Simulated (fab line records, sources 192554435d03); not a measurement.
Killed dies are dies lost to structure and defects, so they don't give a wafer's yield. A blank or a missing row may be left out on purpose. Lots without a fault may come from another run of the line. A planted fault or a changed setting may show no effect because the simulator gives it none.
Which tool did it? | flow n5_finfet | 24 lots, 72 wafers sampled, at 6 steps of a route of 1938

WHAT THE GAUGES READ, wafer by wafer
N5_MOL_CONTACT_COAG_CD_MEAS_08: target cd 28 nm.
lot  | measured     | on        | cd_nm (nm)
L075 | day 4 22:36  | cd_sem-02 | 27.91 28.54 28.47
L074 | day 5 03:37  | cd_sem-03 | 27.84 27.67 27.89
L076 | day 5 10:08  | cd_sem-01 | 27.93 27.98 27.69
L077 | day 5 17:17  | cd_sem-03 | 27.84 27.76 28.21
L078 | day 5 19:08  | cd_sem-03 | 28.03 27.99 28.14
L079 | day 6 01:46  | cd_sem-02 | 28.30 28.07 27.77
L080 | day 6 07:06  | cd_sem-03 | 28.43 28.11 27.94
L081 | day 6 11:34  | cd_sem-03 | 27.57 27.70 27.79
L082 | day 6 17:42  | cd_sem-02 | 27.89 27.73 27.53
L083 | day 7 07:09  | cd_sem-01 | 28.46 28.07 28.48
L084 | day 7 11:26  | cd_sem-01 | 28.19 28.17 28.00
L085 | day 7 21:58  | cd_sem-01 | 28.07 27.99 27.79
L086 | day 8 01:18  | cd_sem-03 | 27.66 27.84 27.72
L087 | day 8 03:25  | cd_sem-03 | 27.82 28.04 27.50
L088 | day 8 08:23  | cd_sem-02 | 27.70 27.89 27.60
L089 | day 8 13:52  | cd_sem-02 | 27.72 27.44 28.35
L090 | day 8 21:13  | cd_sem-03 | 28.32 28.22 28.49
L091 | day 8 23:04  | cd_sem-02 | 28.52 28.52 28.39
L092 | day 9 11:50  | cd_sem-02 | 27.82 27.90 28.05
L093 | day 9 14:09  | cd_sem-01 | 28.39 28.11 27.77
L094 | day 9 21:08  | cd_sem-01 | 27.90 28.35 28.00
L095 | day 10 00:12 | cd_sem-01 | 27.82 28.01 27.67
L096 | day 10 08:40 | cd_sem-03 | 28.25 27.83 27.92
L097 | day 10 13:14 | cd_sem-01 | 28.37 28.37 28.37

N5_MOL_CONTACT_COAG_INSPECT_42: inspects for defects (brightfield).
lot  | measured     | on                | raw_defect_count
L075 | day 5 14:58  | defect_inspect-02 | 244 216 314
L074 | day 5 18:40  | defect_inspect-02 | 223 144 248
L076 | day 5 22:29  | defect_inspect-01 | 150 218 202
L077 | day 6 07:16  | defect_inspect-01 | 203 130 189
L078 | day 6 08:09  | defect_inspect-02 | 276 186 189
L079 | day 6 15:09  | defect_inspect-01 | 166 119 186
L080 | day 6 18:30  | defect_inspect-01 | 322 316 303
L081 | day 6 22:20  | defect_inspect-01 | 185 226 207
L082 | day 7 06:22  | defect_inspect-02 | 214 163 254
L083 | day 7 19:19  | defect_inspect-01 | 174 232 226
L084 | day 7 23:19  | defect_inspect-02 | 224 191 274
L085 | day 8 12:05  | defect_inspect-01 | 149 175 107
L086 | day 8 18:42  | defect_inspect-01 | 158 205 110
L087 | day 8 18:50  | defect_inspect-01 | 341 317 263
L088 | day 8 20:56  | defect_inspect-02 | 144 150 206
L089 | day 9 03:10  | defect_inspect-01 | 137 253 169
L090 | day 9 09:57  | defect_inspect-01 | 251 227 211
L091 | day 9 10:02  | defect_inspect-02 | 168 256 243
L092 | day 10 00:06 | defect_inspect-02 | 251 221 165
L093 | day 10 02:44 | defect_inspect-02 | 200 192 251
L094 | day 10 07:36 | defect_inspect-02 | 158 244 204
L095 | day 10 11:05 | defect_inspect-02 | 228 210 171
L096 | day 10 20:25 | defect_inspect-01 | 215 131 211
L097 | day 10 23:49 | defect_inspect-02 | 245 267 205

WHICH TOOL RAN EACH LOT (tool, then ch and the chambers of the sampled wafers, then the start)
lot  | N5_MOL_CONTACT_COAG_TI_SIL_19 | N5_MOL_CONTACT_COAG_CMP_28    | N5_MOL_CONTACT_COAG_DESCUM_88     | N5_MOL_CONTACT_COAG_ETCH_89
L075 | pvd_sputter-01, day 4 23:42   | cmp-04 ch 0,1, day 5 10:14    | rie_diel-05 ch 2,3, day 5 13:40   | rie_diel-05 ch 2,3, day 5 13:41
L074 | pvd_sputter-02, day 5 06:53   | cmp-01 ch 1,2, day 5 14:45    | rie_diel-01 ch 0,1,3, day 5 16:47 | rie_diel-01 ch 0,1,3, day 5 16:49
L076 | pvd_sputter-03, day 5 12:09   | cmp-01 ch 0,2,3, day 5 19:49  | rie_diel-03 ch 0,1, day 5 21:02   | rie_diel-03 ch 0,1, day 5 21:04
L077 | pvd_sputter-03, day 5 20:13   | cmp-02 ch 1,2,3, day 6 03:54  | rie_diel-03 ch 0,1,3, day 6 05:40 | rie_diel-03 ch 0,1,3, day 6 05:43
L078 | pvd_sputter-03, day 5 20:19   | cmp-01 ch 0,2,3, day 6 04:52  | rie_diel-01 ch 0,2, day 6 06:43   | rie_diel-01 ch 0,2, day 6 06:45
L079 | pvd_sputter-01, day 6 02:49   | cmp-01 ch 0,1,2, day 6 11:18  | rie_diel-05 ch 1,2,3, day 6 13:38 | rie_diel-05 ch 1,2,3, day 6 13:40
L080 | pvd_sputter-02, day 6 08:12   | cmp-02 ch 1,2, day 6 15:16    | rie_diel-05 ch 0,1,2, day 6 17:09 | rie_diel-05 ch 0,1,2, day 6 17:11
L081 | pvd_sputter-02, day 6 12:37   | cmp-01 ch 0,2,3, day 6 19:16  | rie_diel-05 ch 1,2,3, day 6 20:59 | rie_diel-05 ch 1,2,3, day 6 21:01
L082 | pvd_sputter-01, day 6 18:53   | cmp-02 ch 0,3, day 7 03:06    | rie_diel-05 ch 0,2, day 7 05:00   | rie_diel-05 ch 0,2, day 7 05:02
L083 | pvd_sputter-02, day 7 08:16   | cmp-02 ch 1,2,3, day 7 16:40  | rie_diel-01 ch 0,1, day 7 17:58   | rie_diel-01 ch 0,1, day 7 18:00
L084 | pvd_sputter-01, day 7 13:41   | cmp-01 ch 0,2, day 7 20:19    | rie_diel-01 ch 0,1,3, day 7 21:56 | rie_diel-01 ch 0,1,3, day 7 21:58
L085 | pvd_sputter-02, day 7 23:56   | cmp-04 ch 1,2, day 8 09:05    | rie_diel-05 ch 0,2,3, day 8 10:30 | rie_diel-05 ch 0,2,3, day 8 10:32
L086 | pvd_sputter-02, day 8 02:16   | cmp-04 ch 0,3, day 8 11:35    | rie_diel-01 ch 0,2,3, day 8 16:05 | rie_diel-01 ch 0,2,3, day 8 16:08
L087 | pvd_sputter-02, day 8 04:23   | cmp-02 ch 1,3, day 8 14:35    | rie_diel-03 ch 0,2,3, day 8 16:39 | rie_diel-03 ch 0,2,3, day 8 16:41
L088 | pvd_sputter-02, day 8 10:19   | cmp-02 ch 0,2,3, day 8 17:38  | rie_diel-01 ch 1,2,3, day 8 19:23 | rie_diel-01 ch 1,2,3, day 8 19:26
L089 | pvd_sputter-01, day 8 18:13   | cmp-01 ch 0,1,3, day 9 00:24  | rie_diel-05 ch 0,1,2, day 9 01:52 | rie_diel-05 ch 0,1,2, day 9 01:53
L090 | pvd_sputter-02, day 8 22:13   | cmp-04 ch 1,2,3, day 9 06:28  | rie_diel-03 ch 0,1,2, day 9 08:31 | rie_diel-03 ch 0,1,2, day 9 08:34
L091 | pvd_sputter-01, day 9 00:11   | cmp-01 ch 0,1, day 9 07:29    | rie_diel-03 ch 0,1, day 9 08:49   | rie_diel-03 ch 0,1, day 9 08:51
L092 | pvd_sputter-01, day 9 13:29   | cmp-01 ch 1,2, day 9 21:29    | rie_diel-01 ch 2,3, day 9 22:46   | rie_diel-01 ch 2,3, day 9 22:48
L093 | pvd_sputter-02, day 9 15:34   | cmp-01 ch 0,1, day 9 22:43    | rie_diel-01 ch 1,2, day 10 00:40  | rie_diel-01 ch 1,2, day 10 00:42
L094 | pvd_sputter-02, day 9 23:13   | cmp-01 ch 0,1,3, day 10 04:47 | rie_diel-05 ch 1,2, day 10 06:13  | rie_diel-05 ch 1,2, day 10 06:16
L095 | pvd_sputter-03, day 10 01:10  | cmp-02 ch 0,2,3, day 10 08:21 | rie_diel-05 ch 0,2, day 10 09:43  | rie_diel-05 ch 0,2, day 10 09:45
L096 | pvd_sputter-03, day 10 10:14  | cmp-04 ch 0,3, day 10 16:44   | rie_diel-05 ch 0,2, day 10 18:52  | rie_diel-05 ch 0,2, day 10 18:55
L097 | pvd_sputter-01, day 10 14:47  | cmp-04 ch 0,3, day 10 20:55   | rie_diel-01 ch 1,2, day 10 22:21  | rie_diel-01 ch 1,2, day 10 22:23
- N5_MOL_CONTACT_COAG_TI_SIL_19: material Ti, target thk 4.2 nm, time 15 s.
- N5_MOL_CONTACT_COAG_CMP_28: polishes, stops on SiNx, t overpolish 0.85 s, target thk 14.522 nm.
- N5_MOL_CONTACT_COAG_DESCUM_88: chemistry O2, time 7 s.
- N5_MOL_CONTACT_COAG_ETCH_89: etches underlayer in N2/H2, target depth 13 nm, time 10.4 s.

WHAT THE TOOLS THEMSELVES READ (means of the sampled wafers that have a number; where no wafer has one, the mark that the record gives instead)
N5_MOL_CONTACT_COAG_TI_SIL_19.
lot  | tool           | substrate_temp_c (C) | throttle_valve_pct (%)
L075 | pvd_sputter-01 | 200.19               | 28.8
L074 | pvd_sputter-02 | 200.10               | 31.2
L076 | pvd_sputter-03 | 200.09               | 31.6
L077 | pvd_sputter-03 | 199.89               | 29.6
L078 | pvd_sputter-03 | 200.02               | 29.8
L079 | pvd_sputter-01 | 199.95               | 29.1
L080 | pvd_sputter-02 | 200.14               | 30.5
L081 | pvd_sputter-02 | 200.01               | 30.5
L082 | pvd_sputter-01 | 199.87               | 29.8
L083 | pvd_sputter-02 | 199.98               | 31.1
L084 | pvd_sputter-01 | 200.07               | 29.3
L085 | pvd_sputter-02 | 199.95               | 30.5
L086 | pvd_sputter-02 | 200.02               | 31.2
L087 | pvd_sputter-02 | 200.06               | 30.4
L088 | pvd_sputter-02 | 200.07               | 30.3
L089 | pvd_sputter-01 | 200.03               | 29.1
L090 | pvd_sputter-02 | 199.96               | 30.5
L091 | pvd_sputter-01 | 199.89               | 30.5
L092 | pvd_sputter-01 | 199.96               | 29.2
L093 | pvd_sputter-02 | 199.83               | 30.1
L094 | pvd_sputter-02 | 200.08               | 31.1
L095 | pvd_sputter-03 | 200.00               | 30.6
L096 | pvd_sputter-03 | 199.96               | 30.6
L097 | pvd_sputter-01 | 200.04               | 29.8

N5_MOL_CONTACT_COAG_CMP_28.
lot  | tool   | motor_current_A (A) | time_to_endpoint_s (s)
L075 | cmp-04 | 11.1                | 3.0
L074 | cmp-01 | 12.4                | 7.6
L076 | cmp-01 | 12.9                | 6.5
L077 | cmp-02 | 11.8                | 4.1
L078 | cmp-01 | 13.2                | 8.5
L079 | cmp-01 | 12.7                | 7.7
L080 | cmp-02 | 11.9                | 0.7
L081 | cmp-01 | 13.0                | 7.0
L082 | cmp-02 | 12.0                | 0.8
L083 | cmp-02 | 12.4                | 5.6
L084 | cmp-01 | 13.3                | 4.6
L085 | cmp-04 | 10.9                | 7.1
L086 | cmp-04 | 11.8                | 3.8
L087 | cmp-02 | 11.9                | 4.7
L088 | cmp-02 | 12.5                | 3.6
L089 | cmp-01 | 13.1                | 3.6
L090 | cmp-04 | 11.6                | 5.5
L091 | cmp-01 | 12.4                | 6.9
L092 | cmp-01 | 13.0                | 3.8
L093 | cmp-01 | 12.4                | 4.0
L094 | cmp-01 | 13.0                | 5.0
L095 | cmp-02 | 12.5                | 3.7
L096 | cmp-04 | 12.2                | 6.0
L097 | cmp-04 | 13.0                | 4.3

N5_MOL_CONTACT_COAG_DESCUM_88.
lot  | tool        | chamber_pressure_mTorr (mTorr) | drypump_motor_current_A (A) | oes_product_au (a.u.) | rf_vpp_V (V) | showerhead_plenum_p_Torr (Torr) | throttle_valve_pct (%)
L075 | rie_diel-05 | 20.005                         | 5.9                         | 0.69                  | 243.7        | 2.12                            | 20.59
L074 | rie_diel-01 | 19.997                         | 6.1                         | 0.77                  | 244.9        | 2.18                            | 20.30
L076 | rie_diel-03 | 20.001                         | 5.5                         | 0.92                  | 243.7        | 2.17                            | 20.37
L077 | rie_diel-03 | 19.998                         | 5.5                         | 0.85                  | 245.5        | 2.18                            | 20.36
L078 | rie_diel-01 | 20.009                         | 5.6                         | 0.71                  | 243.9        | 2.17                            | 20.77
L079 | rie_diel-05 | 19.986                         | 5.6                         | 0.72                  | 243.8        | 2.10                            | 20.46
L080 | rie_diel-05 | 20.000                         | 5.8                         | 0.73                  | 244.4        | 2.13                            | 20.23
L081 | rie_diel-05 | 19.992                         | 5.6                         | 0.72                  | 243.4        | 2.10                            | 20.46
L082 | rie_diel-05 | 20.008                         | 6.2                         | 0.70                  | 243.8        | 2.14                            | 20.26
L083 | rie_diel-01 | 19.991                         | 6.1                         | 0.75                  | 245.1        | 2.19                            | 20.33
L084 | rie_diel-01 | 20.010                         | 6.1                         | 0.76                  | 244.9        | 2.17                            | 20.32
L085 | rie_diel-05 | 20.005                         | 6.0                         | 0.69                  | 243.5        | 2.11                            | 20.51
L086 | rie_diel-01 | 19.992                         | 5.9                         | 0.81                  | 244.2        | 2.15                            | 20.40
L087 | rie_diel-03 | 20.006                         | 5.4                         | 0.76                  | 244.7        | 2.18                            | 20.34
L088 | rie_diel-01 | 19.997                         | 5.7                         | 0.82                  | 243.6        | 2.16                            | 20.40
L089 | rie_diel-05 | 19.993                         | 5.8                         | 0.71                  | 243.3        | 2.12                            | 20.26
L090 | rie_diel-03 | 20.020                         | 5.5                         | 0.81                  | 244.5        | 2.17                            | 20.36
L091 | rie_diel-03 | 19.995                         | 5.5                         | 0.87                  | 244.8        | 2.17                            | 20.43
L092 | rie_diel-01 | 20.012                         | 6.0                         | 0.79                  | 244.2        | 2.14                            | 20.39
L093 | rie_diel-01 | 20.003                         | 5.5                         | 0.82                  | 244.5        | 2.18                            | 20.45
L094 | rie_diel-05 | 19.997                         | 5.7                         | 0.88                  | 244.4        | 2.12                            | 20.17
L095 | rie_diel-05 | 20.003                         | 6.1                         | 0.86                  | 244.3        | 2.13                            | 20.18
L096 | rie_diel-05 | 20.001                         | 6.1                         | 0.85                  | 245.0        | 2.13                            | 20.18
L097 | rie_diel-01 | 19.994                         | 5.5                         | 0.81                  | 244.2        | 2.18                            | 20.46

N5_MOL_CONTACT_COAG_ETCH_89.
lot  | tool        | chamber_pressure_mTorr (mTorr) | drypump_motor_current_A (A) | etch_rf_on_time_s (s) | oes_product_au (a.u.) | rf_vpp_V (V) | showerhead_plenum_p_Torr (Torr) | throttle_valve_pct (%)
L075 | rie_diel-05 | 29.984                         | 5.9                         | 10.64                 | 0.60                  | 524.1        | 2.59                            | 18.19
L074 | rie_diel-01 | 30.009                         | 6.1                         | 10.37                 | 0.66                  | 526.3        | 2.65                            | 17.74
L076 | rie_diel-03 | 30.036                         | 5.5                         | 10.46                 | 0.77                  | 527.3        | 2.63                            | 17.64
L077 | rie_diel-03 | 29.987                         | 5.5                         | 10.58                 | 0.71                  | 526.8        | 2.65                            | 17.76
L078 | rie_diel-01 | 30.001                         | 5.6                         | 10.77                 | 0.60                  | 526.0        | 2.61                            | 18.06
L079 | rie_diel-05 | 29.998                         | 5.6                         | 10.37                 | 0.62                  | 524.3        | 2.56                            | 18.00
L080 | rie_diel-05 | 29.997                         | 5.8                         | 10.40                 | 0.63                  | 525.0        | 2.60                            | 17.75
L081 | rie_diel-05 | 30.004                         | 5.6                         | 10.55                 | 0.61                  | 524.1        | 2.56                            | 18.00
L082 | rie_diel-05 | 29.996                         | 6.3                         | 10.64                 | 0.61                  | 525.4        | 2.63                            | 17.82
L083 | rie_diel-01 | 30.034                         | 6.1                         | 10.30                 | 0.65                  | 527.6        | 2.65                            | 17.75
L084 | rie_diel-01 | 30.028                         | 6.1                         | 10.30                 | 0.65                  | 527.6        | 2.65                            | 17.78
L085 | rie_diel-05 | 29.982                         | 6.1                         | 10.59                 | 0.59                  | 524.3        | 2.58                            | 18.08
L086 | rie_diel-01 | 29.957                         | 6.0                         | 10.41                 | 0.68                  | 527.0        | 2.61                            | 17.74
L087 | rie_diel-03 | 30.024                         | 5.5                         | 10.54                 | 0.64                  | 527.1        | 2.66                            | 17.83
L088 | rie_diel-01 | 30.012                         | 5.7                         | 10.40                 | 0.70                  | 527.1        | 2.63                            | 17.81
L089 | rie_diel-05 | 30.000                         | 5.8                         | 10.47                 | 0.62                  | 525.6        | 2.59                            | 17.78
L090 | rie_diel-03 | 30.001                         | 5.5                         | 10.65                 | 0.68                  | 525.4        | 2.63                            | 17.74
L091 | rie_diel-03 | 29.994                         | 5.5                         | 10.64                 | 0.73                  | 526.4        | 2.61                            | 17.70
L092 | rie_diel-01 | 29.989                         | 5.9                         | 10.32                 | 0.67                  | 525.4        | 2.60                            | 17.77
L093 | rie_diel-01 | 29.982                         | 5.5                         | 10.52                 | 0.70                  | 526.8        | 2.66                            | 17.89
L094 | rie_diel-05 | 29.975                         | 5.7                         | 10.30                 | 0.76                  | 525.1        | 2.58                            | 17.66
L095 | rie_diel-05 | 30.017                         | 6.1                         | 10.38                 | 0.74                  | 526.4        | 2.61                            | 17.73
L096 | rie_diel-05 | 29.998                         | 6.1                         | 10.27                 | 0.74                  | 526.1        | 2.61                            | 17.73
L097 | rie_diel-01 | 30.007                         | 5.5                         | 10.53                 | 0.68                  | 526.2        | 2.65                            | 17.90

THE ANSWER, worked out from the rows above alone
Rule: what is usual is taken from the lots themselves. Put in order of their means at a reading, lots are off if they are a third of the lots or fewer, leave a main group of 4 or more, and stand apart from it by a gap of 3 or more times the standard deviation of the main group's means; of several such gaps the widest counts. A main group whose means are all the same, to the digits that the tables above print for the reading, isn't used. A lot without any number at a reading at which 4 lots or more have one is off too. The other lots that the step has rows for count as sound. The gauges are gone through in route order, then the tools' own readings, and for those a lot's mean is taken as printed above. The first step at which some lot is off is used, and at that step the reading that is off furthest; a lot without a number counts as furthest.
No lot is off at any reading shown: from this, nothing can be told.

WHAT THE SIMULATOR HAD PUT IN
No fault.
